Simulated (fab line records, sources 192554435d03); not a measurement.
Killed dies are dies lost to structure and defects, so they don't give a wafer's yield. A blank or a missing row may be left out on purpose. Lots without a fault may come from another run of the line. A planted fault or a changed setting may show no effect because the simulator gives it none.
Chamber matching | flow n5_finfet | N5_GATE_CUT_STRIP_41 on rie_diel-01: 4 sister chambers
The step strips in CF4. 4 wafers are shown with their chamber, then 11 later ones without.

WAFERS WITH THEIR CHAMBER
wafer  | chamber | drypump_motor_current_A (A)
L088.1 | 0       | 4.9
L088.2 | 1       | 5.8
L088.6 | 3       | 5.4
L089.1 | 2       | 5.0

WAFERS WITHOUT THEIR CHAMBER
wafer  | drypump_motor_current_A (A)
L089.2 | 5.8
L089.3 | 5.3
L089.4 | 4.9
L089.5 | 5.8
L089.6 | 4.9
L093.1 | 5.8
L093.5 | 5.3
L093.6 | 5.0
L096.2 | 5.8
L096.3 | 4.9
L096.4 | 5.0

WHICH CHAMBER EACH WENT THROUGH
wafer  | from the rows above | in truth
L089.2 | 1                   | 1
L089.3 | 3                   | 3
L089.4 | 0                   | 0
L089.5 | 1                   | 1
L089.6 | 0                   | 0
L093.1 | 1                   | 1
L093.5 | 3                   | 3
L093.6 | 2                   | 2
L096.2 | 1                   | 1
L096.3 | 0                   | 0
L096.4 | 2                   | 2
Placed correctly: 11 of 11. Can't be placed from these rows: 0. Placed wrongly: 0.
How it was worked out, from the rows above alone: a wafer's distance from a chamber is the root of the sum, over the readings, of the square of ((its reading less the chamber's mean) divided by the reading's scatter). The wafer belongs to the nearest chamber; if the next one is less than 2 further off, it can't be placed. A chamber's mean is the mean of its shown wafers. The scatter: with one shown wafer a chamber, the root of the mean of the squares of how far each hidden wafer lies from its nearest shown one.
